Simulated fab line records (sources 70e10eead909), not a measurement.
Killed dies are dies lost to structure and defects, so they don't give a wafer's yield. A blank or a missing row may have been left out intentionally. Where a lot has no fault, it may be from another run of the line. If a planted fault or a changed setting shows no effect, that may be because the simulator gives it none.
Matching of chambers :: flow nand-harc :: 4 sister chambers for NHARC_A_STAIRCASE_DESCUM_312 on rie-diel-11
The step chemistry O2, time 3 s. 16 wafers are shown with their chamber, then 8 later ones without.

EACH WAFER AND ITS CHAMBER
wafer: L079.2
chamber: 2
drypump-motor-current-A (A): 5.5
showerhead-plenum-p-Torr (Torr): 1.83
oes-product-au (a.u.): 0.997

wafer: L079.5
chamber: 3
drypump-motor-current-A (A): 6.3
showerhead-plenum-p-Torr (Torr): 1.97
oes-product-au (a.u.): 1.001

wafer: L079.6
chamber: 0
drypump-motor-current-A (A): 5.3
showerhead-plenum-p-Torr (Torr): 2.04
oes-product-au (a.u.): 0.985

wafer: L080.3
chamber: 0
drypump-motor-current-A (A): 5.3
showerhead-plenum-p-Torr (Torr): 2.04
oes-product-au (a.u.): 0.993

wafer: L080.4
chamber: 3
drypump-motor-current-A (A): 6.3
showerhead-plenum-p-Torr (Torr): 1.96
oes-product-au (a.u.): 1.006

wafer: L080.6
chamber: 2
drypump-motor-current-A (A): 5.5
showerhead-plenum-p-Torr (Torr): 1.83
oes-product-au (a.u.): 0.998

wafer: L084.3
chamber: 0
drypump-motor-current-A (A): 5.3
showerhead-plenum-p-Torr (Torr): 2.03
oes-product-au (a.u.): 0.998

wafer: L084.4
chamber: 2
drypump-motor-current-A (A): 5.5
showerhead-plenum-p-Torr (Torr): 1.82
oes-product-au (a.u.): 1.006

wafer: L084.6
chamber: 0
drypump-motor-current-A (A): 5.3
showerhead-plenum-p-Torr (Torr): 2.03
oes-product-au (a.u.): 1.002

wafer: L083.2
chamber: 0
drypump-motor-current-A (A): 5.3
showerhead-plenum-p-Torr (Torr): 2.03
oes-product-au (a.u.): 1.004

wafer: L083.3
chamber: 2
drypump-motor-current-A (A): 5.6
showerhead-plenum-p-Torr (Torr): 1.82
oes-product-au (a.u.): 1.002

wafer: L083.4
chamber: 3
drypump-motor-current-A (A): 6.3
showerhead-plenum-p-Torr (Torr): 1.96
oes-product-au (a.u.): 0.998

wafer: L086.4
chamber: 2
drypump-motor-current-A (A): 5.5
showerhead-plenum-p-Torr (Torr): 1.82
oes-product-au (a.u.): 1.003

wafer: L086.5
chamber: 1
drypump-motor-current-A (A): 6.4
showerhead-plenum-p-Torr (Torr): 1.94
oes-product-au (a.u.): 1.027

wafer: L086.6
chamber: 2
drypump-motor-current-A (A): 5.5
showerhead-plenum-p-Torr (Torr): 1.82
oes-product-au (a.u.): 1.001

wafer: L088.2
chamber: 3
drypump-motor-current-A (A): 6.3
showerhead-plenum-p-Torr (Torr): 1.96
oes-product-au (a.u.): 1.008

SIGNATURES (means of the wafers above)
reading: drypump-motor-current-A
chamber 0: 5.300
chamber 1: 6.400
chamber 2: 5.517
chamber 3: 6.300
scatter within a chamber: 0.0264

reading: showerhead-plenum-p-Torr
chamber 0: 2.0340
chamber 1: 1.9400
chamber 2: 1.8233
chamber 3: 1.9625
scatter within a chamber: 0.00523

reading: oes-product-au
chamber 0: 0.99640
chamber 1: 1.02700
chamber 2: 1.00117
chamber 3: 1.00325
scatter within a chamber: 0.00541
Rule: for each reading, subtract the chamber's mean from the wafer's reading, divide by that reading's scatter and square the result; add these up over the readings and take the root, which gives the wafer's distance from the chamber. The wafer belongs to the nearest chamber; if the next one is less than 2 further off, it can't be placed. The scatter: take each reading less its chamber's mean, square it, sum over the shown wafers, divide by the number of wafers less the number of chambers, and take the root.

WAFERS WITH NO CHAMBER GIVEN
wafer: L088.3
drypump-motor-current-A (A): 6.4
showerhead-plenum-p-Torr (Torr): 1.94
oes-product-au (a.u.): 1.013

wafer: L088.6
drypump-motor-current-A (A): 5.5
showerhead-plenum-p-Torr (Torr): 1.82
oes-product-au (a.u.): 1.006

wafer: L093.1
drypump-motor-current-A (A): 6.4
showerhead-plenum-p-Torr (Torr): 1.94
oes-product-au (a.u.): 1.008

wafer: L093.5
drypump-motor-current-A (A): 5.3
showerhead-plenum-p-Torr (Torr): 2.02
oes-product-au (a.u.): 1.007

wafer: L093.6
drypump-motor-current-A (A): 6.4
showerhead-plenum-p-Torr (Torr): 1.94
oes-product-au (a.u.): 1.010

wafer: L097.1
drypump-motor-current-A (A): 6.3
showerhead-plenum-p-Torr (Torr): 1.95
oes-product-au (a.u.): 1.003

wafer: L097.3
drypump-motor-current-A (A): 6.3
showerhead-plenum-p-Torr (Torr): 1.93
oes-product-au (a.u.): 1.008

wafer: L097.5
drypump-motor-current-A (A): 6.3
showerhead-plenum-p-Torr (Torr): 1.95
oes-product-au (a.u.): 0.998

CHAMBER TAKEN BY EACH
wafer: L088.3
from the rows above: 1
in truth: 1

wafer: L088.6
from the rows above: 2
in truth: 2

wafer: L093.1
from the rows above: 1
in truth: 1

wafer: L093.5
from the rows above: 0
in truth: 0

wafer: L093.6
from the rows above: 1
in truth: 1

wafer: L097.1
from the rows above: 3
in truth: 3

wafer: L097.3
from the rows above: can't be placed: 1 or 3
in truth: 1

wafer: L097.5
from the rows above: 3
in truth: 3
Correct placement for 7 of the 8. Unplaceable from these rows: 1, with the true chamber sitting among the candidates in 1. Placed wrongly: 0.
